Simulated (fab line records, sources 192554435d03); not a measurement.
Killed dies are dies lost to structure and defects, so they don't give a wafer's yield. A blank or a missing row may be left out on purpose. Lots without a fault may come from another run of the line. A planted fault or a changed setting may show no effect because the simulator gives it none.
Which tool did it? | flow n5_finfet | 6 lots, 17 wafers sampled, at 1 step of a route of 1938

WHAT THE GAUGES READ, wafer by wafer
N5_BEOL_M10_CD_MEAS_35: target cd 70 nm.
lot  | measured     | on        | cd_nm (nm)
L503 | day 11 10:59 | cd_sem-03 | 71.3 71.3 70.9
L501 | day 11 20:30 | cd_sem-01 | 70.6 69.7 70.5
L507 | day 12 18:40 | cd_sem-01 | 70.0 70.9 70.9
L512 | day 13 21:17 | cd_sem-02 | 70.3 70.4 71.4
L511 | day 14 03:50 | cd_sem-02 | 71.6 70.6
L517 | day 15 07:49 | cd_sem-02 | 70.6 70.6 70.0

WHICH TOOL RAN EACH LOT (tool, then ch and the chambers of the sampled wafers, then the start)
The record holds no process step before these readings.

THE ANSWER, worked out from the rows above alone
Rule: what is usual is taken from the lots themselves. Put in order of their means at a reading, lots are off if they are a third of the lots or fewer, leave a main group of 4 or more, and stand apart from it by a gap of 3 or more times the standard deviation of the main group's means; of several such gaps the widest counts. A main group whose means are all the same, to the digits that the tables above print for the reading, isn't used. A lot without any number at a reading at which 4 lots or more have one is off too. The other lots that the step has rows for count as sound.
No lot is off at any reading shown: from this, nothing can be told.

WHAT THE SIMULATOR HAD PUT IN
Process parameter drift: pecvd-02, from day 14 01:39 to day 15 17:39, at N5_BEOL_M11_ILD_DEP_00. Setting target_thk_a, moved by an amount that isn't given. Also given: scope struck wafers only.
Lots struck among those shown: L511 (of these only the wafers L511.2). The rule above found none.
